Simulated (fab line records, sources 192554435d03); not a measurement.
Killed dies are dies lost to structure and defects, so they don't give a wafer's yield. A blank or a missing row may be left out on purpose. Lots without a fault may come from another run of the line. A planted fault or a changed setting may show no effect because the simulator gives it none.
fab line records | flow n5_finfet
record lots=7 wafers=21
route steps=1938 shown BEOL_M14@1742 BEOL_M15@1776
start_h: hours from the record's first day to the start of the lot's first wafer shown | wait_h: hours since the lot's step before | " the same as in the row above | L1.1+2: a row that stands for several wafers | - no value, or no start given | * or withheld: withheld | < > ~ a bound
route shown NAME@n: a module of which the file shows steps, and the number in the route of the first | usual: mean/standard deviation of fault-free wafers | same: alike in all rows | chamber/n: place in a boat | sites: the reading at each site | _std_site: their standard deviation | _edge_site: outer sites' mean less inner sites' | radius_mm: how far each site lies from the wafer's centre | mask NAME#n: copy n | behind: the tool/chamber that last shaped the wafer | hold: why the lot was held/for how many hours/how that ended | device: the transistor (n, p or np) that didn't switch | end of line: the same wafers' tests at the end of the route | a step without rows: its recipe alone | killed: dies lost to structure and defects at the first sort, not the wafer's yield | map: a wafer's dies, x killed, . not, _ none there
set.NAME: the setting as run; set.NAME@STEP: as run at that earlier step | model.NAME: the simulator's own value behind a step, which no gauge read
lots whose settings were changed on purpose; a table a step, a row a wafer
## steps
# step N5_BEOL_M14_EXPOSE_25
# recipe mask_id=M14 na=0.8 source_shape=annular sigma_inner=0.5 sigma_outer=0.8 polarization=unpolarized target_cd_nm=280 dose_mj=26.6
# columns lot.wafer tool chamber start_h wait_h mask set.dose_mj
L075.1+3 krf_scanner-02 0 264.08 - M14#0 26.6
L075.6 " 0 " " M14#0 27.39
L080.2 krf_scanner-01 0 296.65 - M14#0 26.6
L080.3+5 " 0 " " M14#0 25.09
L084.1+6 krf_scanner-01 0 312.75 - M14#0 26.6
L084.5 " 0 " " M14#0 28.5
L085.3+5+6 krf_scanner-02 0 318.23 - M14#0 26.6
L089.2+5 krf_scanner-01 0 345.22 - M14#0 24.77
L089.6 " 0 " " M14#0 26.6
L094.1+2+4 krf_scanner-02 0 390.98 - M14#0 26.6
L096.1+3+6 krf_scanner-02 0 421.78 - M14#0 26.6
# step N5_BEOL_M14_PEB_26
# recipe peb_temp_c=130 peb_time_s=90
# step N5_BEOL_M14_DEVELOP_27
# recipe develop_time_s=45 rinse_liquid=diw dry=air_spin dev_temp_c=21
# step N5_BEOL_M14_HARDBAKE_32
# recipe temp_c=130 time_s=120
# step N5_BEOL_M14_CD_MEAS_28
# recipe target_cd_nm=284.4 landing_energy_ev=500 detector=se_inlens
# usual cd_nm=284.5/1.9
# columns lot.wafer tool chamber start_h wait_h set.dose_mj@BEOL_M14_EXPOSE_25 cd_nm
L075.1 cd_sem-03 0 264.25 - 26.6 285.5
L075.3 " 0 " " 26.6 283.6
L075.6 " 0 " " 27.39 291.0
L080.2 cd_sem-02 0 296.82 - 26.6 284.8
L080.3 " 0 " " 25.09 275.1
L080.5 " 0 " " 25.09 273.4
L084.1 cd_sem-03 0 312.92 - 26.6 283.9
L084.5 " 0 " " 28.5 296.2
L084.6 " 0 " " 26.6 281.6
L085.3 cd_sem-01 0 318.39 - 26.6 284.8
L085.5 " 0 " " 26.6 284.3
L085.6 " 0 " " 26.6 287.1
L089.2 cd_sem-03 0 345.39 - 24.77 272.5
L089.5 " 0 " " 24.77 268.6
L089.6 " 0 " " 26.6 280.6
L094.1 cd_sem-02 0 391.15 - 26.6 283.1
L094.2 " 0 " " 26.6 282.6
L094.4 " 0 " " 26.6 287.1
L096.1 cd_sem-02 0 421.95 - 26.6 284.6
L096.3 " 0 " " 26.6 283.1
L096.6 " 0 " " 26.6 284.5
# step N5_BEOL_M14_DESCUM_33
# recipe chemistry=O2 time_s=7.9 source_power_w=50 bias_power_w=20 pressure_mtorr=20 rf_frequency_hz=2.712e+07 temp_c=40 o2_flow_sccm=225
# columns lot.wafer tool chamber start_h wait_h set.dose_mj@BEOL_M14_EXPOSE_25 model.BEOL_M14.cd_nm
L075.1 rie_diel-05 3 264.95 0.7 26.6 286
L075.3 " 0 " " 26.6 283.8
L075.6 " 2 " " 27.39 291.2
L080.2 rie_diel-04 2 296.90 0.0 26.6 285
L080.3 " 3 " " 25.09 274.8
L080.5 " 2 " " 25.09 273.8
L084.1 rie_diel-06 2 313.01 0.0 26.6 283.8
L084.5 " 2 " " 28.5 295.6
L084.6 " 3 " " 26.6 281.8
L085.3 rie_diel-06 2 318.47 0.0 26.6 284.8
L085.5 " 1 " " 26.6 284.2
L085.6 " 0 " " 26.6 287.2
L089.2 rie_diel-04 3 345.47 0.0 24.77 272.4
L089.5 " 3 " " 24.77 268.6
L089.6 " 0 " " 26.6 280.8
L094.1 rie_diel-04 0 391.27 0.1 26.6 283.4
L094.2 " 2 " " 26.6 282.8
L094.4 " 1 " " 26.6 287
L096.1+6 rie_diel-05 1,2 422.04 0.0 26.6 284.6
L096.3 " 3 " " 26.6 283
# step N5_BEOL_M14_ETCH_67
# recipe chemistry=CF4 target=SiARC target_depth_a=1430 time_s=238.3 ion_energy_ev=80 pressure_mtorr=40 source_w=545 bias_w=36 Ar_flow_sccm=100 cf4_flow_sccm=100 ends=cleared
# columns lot.wafer tool chamber start_h wait_h set.dose_mj@BEOL_M14_EXPOSE_25 model.BEOL_M14.cd_nm
L075.1 rie_diel-05 3 264.99 0.0 26.6 281
L075.3 " 0 " " 26.6 278.2
L075.6 " 2 " " 27.39 286.6
L080.2 rie_diel-04 2 296.94 0.0 26.6 280.6
L080.3 " 3 " " 25.09 269.8
L080.5 " 2 " " 25.09 269.4
L084.1 rie_diel-06 2 313.05 0.0 26.6 278.6
L084.5 " 2 " " 28.5 290.6
L084.6 " 3 " " 26.6 276.2
L085.3+5 rie_diel-06 2,1 318.51 0.0 26.6 280
L085.6 " 0 " " 26.6 283.6
L089.2 rie_diel-04 3 345.51 0.0 24.77 267.6
L089.5 " 3 " " 24.77 263.6
L089.6 " 0 " " 26.6 275.8
L094.1 rie_diel-04 0 391.31 0.0 26.6 277.6
L094.2 " 2 " " 26.6 279
L094.4 " 1 " " 26.6 282.4
L096.1 rie_diel-05 1 422.08 0.0 26.6 279.2
L096.3 " 3 " " 26.6 278.8
L096.6 " 2 " " 26.6 279.8
# step N5_BEOL_M14_ETCH_68
# recipe chemistry=N2/H2 target=SOC mask_material=SiARC source_w=3000 bias_w=350 temp_c=40 time_s=450 ion_energy_ev=200 pressure_mtorr=30 n2_flow_sccm=200 h2_flow_sccm=200
# columns lot.wafer tool chamber start_h wait_h set.dose_mj@BEOL_M14_EXPOSE_25 model.BEOL_M14.cd_nm
L075.1 rie_diel-05 3 265.14 0.1 26.6 282.8
L075.3 " 0 " " 26.6 280.8
L075.6 " 2 " " 27.39 284.6
L080.2 rie_diel-04 2 297.08 0.1 26.6 280.4
L080.3 " 3 " " 25.09 268.8
L080.5 " 2 " " 25.09 269.4
L084.1 rie_diel-06 2 313.19 0.1 26.6 279.4
L084.5 " 2 " " 28.5 292.4
L084.6 " 3 " " 26.6 276.6
L085.3 rie_diel-06 2 318.65 0.1 26.6 280.2
L085.5 " 1 " " 26.6 279.8
L085.6 " 0 " " 26.6 284.8
L089.2 rie_diel-04 3 345.65 0.1 24.77 267.8
L089.5 " 3 " " 24.77 263.8
L089.6 " 0 " " 26.6 273.8
L094.1 rie_diel-04 0 391.46 0.1 26.6 275
L094.2 " 2 " " 26.6 279
L094.4 " 1 " " 26.6 282.4
L096.1 rie_diel-05 1 422.22 0.1 26.6 279.6
L096.3 " 3 " " 26.6 278.8
L096.6 " 2 " " 26.6 278.2
# step N5_BEOL_M14_TRENCH_ETCH_34
# recipe chemistry=C4F8/O2/Ar target=SiO2 target_depth_a=5566.5 mask_material=SOC he_inner_torr=15 he_outer_torr=30 time_s=126.9 ion_energy_ev=800 pressure_mtorr=20 source_w=1905 bias_w=2040 Ar_flow_sccm=400 C4F8_flow_sccm=16 O2_flow_sccm=12
# columns lot.wafer tool chamber start_h wait_h set.time_s model.etch.depth_nm
L075.1 rie_diel-05 3 265.41 0.0 140.5 640
L075.3 " 0 " " 140.5 595.3
L075.6 " 2 " " 140.5 635.5
L080.2 rie_diel-04 2 297.36 0.0 126.9 573
L080.3 " 3 " " 126.9 576.6
L080.5 " 2 " " 141.1 635.5
L084.1 rie_diel-06 2 313.47 0.0 110.8 500.3
L084.5 " 2 " " 110.8 497.1
L084.6 " 3 " " 126.9 558.8
L085.3 rie_diel-06 2 318.93 0.0 126.9 570.8
L085.5 " 1 " " 126.9 549
L085.6 " 0 " " 126.9 585.7
L089.2 rie_diel-04 3 345.93 0.0 126.9 572.2
L089.5 " 3 " " 100.8 451.8
L089.6 " 0 " " 100.8 438.3
L094.1 rie_diel-04 0 391.73 0.0 110.6 473.8
L094.2 " 2 " " 126.9 568.5
L094.4 " 1 " " 110.6 476.8
L096.1 rie_diel-05 1 422.50 0.0 111.3 491.1
L096.3 " 3 " " 126.9 570.3
L096.6 " 2 " " 126.9 571.6
# step N5_BEOL_M14_STRIP_70
# recipe chemistry=C4F8/O2/Ar resist=SiARC rf_frequency_hz=6e+07
# step N5_BEOL_M14_OCD_MEAS_35
# usual trench_depth_nm=563/13
# columns lot.wafer tool chamber start_h wait_h set.time_s@BEOL_M14_TRENCH_ETCH_34 trench_depth_nm
L075.1 ocd-02 - 265.56 0.0 140.5 639
L075.3 " - " " 140.5 595
L075.6 " - " " 140.5 635
L080.2 ocd-02 - 297.51 0.0 126.9 573
L080.3 " - " " 126.9 577
L080.5 " - " " 141.1 635
L084.1 ocd-02 - 313.62 0.0 110.8 500
L084.5 " - " " 110.8 497
L084.6 " - " " 126.9 559
L085.3 ocd-01 - 319.09 0.0 126.9 571
L085.5 " - " " 126.9 549
L085.6 " - " " 126.9 586
L089.2 ocd-01 - 346.09 0.0 126.9 572
L089.5 " - " " 100.8 452
L089.6 " - " " 100.8 438
L094.1 ocd-02 - 391.88 0.0 110.6 473
L094.2 " - " " 126.9 568
L094.4 " - " " 110.6 476
L096.1 ocd-01 - 422.65 0.0 111.3 491
L096.3 " - " " 126.9 570
L096.6 " - " " 126.9 572
# step N5_BEOL_M14_STRIP_37
# recipe chemistry=O2 power_w=600 temp_c=60 pressure_mtorr=30 rf_frequency_hz=6e+07 bias_power_w=0 overash_fraction=0.3 o2_flow_sccm=225
# step N5_BEOL_M14_ETCH_38
# recipe chemistry=CF4/N2 target=SiCN target_depth_a=1065 taper_deg=2 time_s=120.6 ion_energy_ev=150 mask_material=SiO2 pressure_mtorr=40 source_w=430 bias_w=70 Ar_flow_sccm=100 cf4_flow_sccm=60 n2_flow_sccm=60
# step N5_BEOL_M14_ECD_47
# recipe material=Cu target_thk_a=12480
# step N5_BEOL_M14_ANNEAL_48
# recipe temp_c=225 time_s=90 ambient=N2
# step N5_BEOL_M14_CMP_49
# recipe stop_on=SiO2 t_overpolish_s=5.2 down_force_psi=2 platen_rpm=80 clearing_platen_down_force_psi=2 clearing_platen_rpm=80 post_cmp_clean=cu_alkaline target_thk_nm=560 clearing_platen_pad_velocity_m_s=1.5917 pad_velocity_m_s=1.5917
# columns lot.wafer tool chamber start_h wait_h set.time_s@BEOL_M14_TRENCH_ETCH_34 model.Cu_of_BEOL_M14_ECD_47.thk_nm
L075.3 cmp-03 1 267.31 0.5 140.5 597
L075.1 " 2 " " 140.5 641.8
L075.6 " 2 " " 140.5 637.8
L080.2 cmp-01 0 303.06 0.3 126.9 576.4
L080.3 " 1 " " 126.9 580.2
L080.5 " 0 " " 141.1 638.6
L084.1 cmp-03 2 318.62 0.3 110.8 503.6
L084.5 " 1 " " 110.8 500.2
L084.6 " 2 " " 126.9 562.6
L085.3 cmp-02 2 322.06 0.2 126.9 575
L085.5 " 2 " " 126.9 551.8
L085.6 " 3 " " 126.9 591
L089.2 cmp-03 2 349.40 0.2 126.9 576.2
L089.6 " 1 " " 100.8 440.8
L089.5 " 2 " " 100.8 453.8
L094.2 cmp-02 3 394.86 0.2 126.9 573.2
L094.1 " 0 " " 110.6 477.6
L094.4 " 1 " " 110.6 479.6
L096.3 cmp-03 0 425.08 0.2 126.9 573.6
L096.1 " 1 " " 111.3 494
L096.6 " 1 " " 126.9 575
# step N5_BEOL_M14_THK_MEAS_50
# recipe thk_meas_gauge=xrf reads=Cu_of_BEOL_M14_ECD_47
# usual M14_THK=567/14
# columns lot.wafer tool chamber start_h wait_h set.time_s@BEOL_M14_TRENCH_ETCH_34 M14_THK[nm]
L075.1 film_metro-02 - 267.61 - 140.5 642
L075.3 " - " " 140.5 597
L075.6 " - " " 140.5 634
L080.2 film_metro-02 - 303.36 - 126.9 575
L080.3 " - " " 126.9 578
L080.5 " - " " 141.1 636
L084.1 film_metro-02 - 318.88 - 110.8 503
L084.5 " - " " 110.8 499
L084.6 " - " " 126.9 566
L085.3 film_metro-01 - 322.36 - 126.9 576
L085.5 " - " " 126.9 556
L085.6 " - " " 126.9 593
L089.2 film_metro-02 - 349.66 - 126.9 581
L089.5 " - " " 100.8 459
L089.6 " - " " 100.8 444
L094.1 film_metro-01 - 395.16 - 110.6 471
L094.2 " - " " 126.9 562
L094.4 " - " " 110.6 472
L096.1 film_metro-01 - 425.37 - 111.3 498
L096.3 " - " " 126.9 575
L096.6 " - " " 126.9 580
# step N5_BEOL_M14_PRE_CLEAN_52
# recipe gas=NH3 time_s=15 temp_c=withheld rf_power_w=300
# step N5_BEOL_M14_DEP_53
# recipe material=SiCN target_thk_a=500 temp_c=withheld precursor=3MS/NH3 pressure_torr=3 rf_w=675 time_s=17.8
# step N5_BEOL_M14_RS_MEAS_54
# recipe thk_meas_gauge=four-point-probe reads=Cu_of_BEOL_M14_ECD_47+Ta_of_BEOL_M14_SPUTTER_44+TaN_of_BEOL_M14_SPUTTER_43
# usual M14_RS=0.0329/0.0008
# columns lot.wafer tool chamber start_h wait_h set.time_s@BEOL_M14_TRENCH_ETCH_34 M14_RS[ohm/sq]
L075.1 film_metro-01 - 267.74 0.0 140.5 0.0289
L075.3 " - " " 140.5 0.0311
L075.6 " - " " 140.5 0.0291
L080.2 film_metro-02 - 303.49 0.1 126.9 0.0323
L080.3 " - " " 126.9 0.0320
L080.5 " - " " 141.1 0.0290
L084.1 film_metro-02 - 319.01 0.0 110.8 0.0370
L084.5 " - " " 110.8 0.0372
L084.6 " - " " 126.9 0.0330
L085.3 film_metro-01 - 322.49 0.1 126.9 0.0324
L085.5 " - " " 126.9 0.0338
L085.6 " - " " 126.9 0.0315
L089.2 film_metro-02 - 349.79 0.1 126.9 0.0322
L089.5 " - " " 100.8 0.0412
L089.6 " - " " 100.8 0.0425
L094.1 film_metro-02 - 395.29 0.0 110.6 0.0390
L094.2 " - " " 126.9 0.0324
L094.4 " - " " 110.6 0.0390
L096.1 film_metro-01 - 425.53 0.1 111.3 0.0378
L096.3 " - " " 126.9 0.0324
L096.6 " - " " 126.9 0.0323
# step N5_BEOL_M15_COAT_04
# recipe spin_rpm=1704 resist_thk_nm=800
# columns lot.wafer tool chamber start_h wait_h set.spin_rpm model.coat_of_BEOL_M15_COAT_04.thk_nm
L075.1 litho_track-01 0 - - 1599 821.4
L075.3 " 0 " " 1599 817.6
L075.6 " 0 " " 1704 795
L080.2 litho_track-02 0 - - 1704 802
L080.3 " 0 " " 1704 803
L080.5 " 0 " " 1704 802.4
L084.1 litho_track-04 0 - - 1704 799
L084.5 " 0 " " 1876 760
L084.6 " 0 " " 1704 798.6
L085.3 litho_track-01 0 - - 1704 801.8
L085.5 " 0 " " 1704 800.2
L085.6 " 0 " " 1704 800
L089.2 litho_track-04 0 - - 1704 797.2
L089.5 " 0 " " 1780 779.2
L089.6 " 0 " " 1704 794.8
L094.1 litho_track-04 0 - - 1841 770.4
L094.2 " 0 " " 1841 769.4
L094.4 " 0 " " 1841 766.2
L096.1 litho_track-02 0 - - 1704 797
L096.3 " 0 " " 1704 797.8
L096.6 " 0 " " 1880 762.4
## key
split step=N5_BEOL_M14_EXPOSE_25 setting=dose_mj stated=26.6 by=wafer
response step=N5_BEOL_M14_CD_MEAS_28 reading=cd_nm change=+1.76 per=1% r=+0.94
response step=N5_BEOL_M14_DESCUM_33 reading=model.BEOL_M14.cd_nm change=+1.73 per=1% r=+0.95
response step=N5_BEOL_M14_ETCH_67 reading=model.BEOL_M14.cd_nm change=+1.78 per=1% r=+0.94
response step=N5_BEOL_M14_ETCH_68 reading=model.BEOL_M14.cd_nm change=+1.65 per=1% r=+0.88
split step=N5_BEOL_M14_TRENCH_ETCH_34 setting=time_s stated=126.9 by=wafer
response step=N5_BEOL_M14_TRENCH_ETCH_34 reading=model.etch.depth_nm change=+6.08 per=1% r=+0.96
response step=N5_BEOL_M14_OCD_MEAS_35 reading=trench_depth_nm change=+6.09 per=1% r=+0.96
response step=N5_BEOL_M14_CMP_49 reading=model.Cu_of_BEOL_M14_ECD_47.thk_nm change=+6.14 per=1% r=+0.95
response step=N5_BEOL_M14_THK_MEAS_50 reading=M14_THK change=+6.13 per=1% r=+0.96
response step=N5_BEOL_M14_RS_MEAS_54 reading=M14_RS change=-0.000425 per=1% r=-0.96
split step=N5_BEOL_M15_COAT_04 setting=spin_rpm stated=1704 by=wafer
response step=N5_BEOL_M15_COAT_04 reading=model.coat_of_BEOL_M15_COAT_04.thk_nm change=-3.67 per=1% r=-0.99
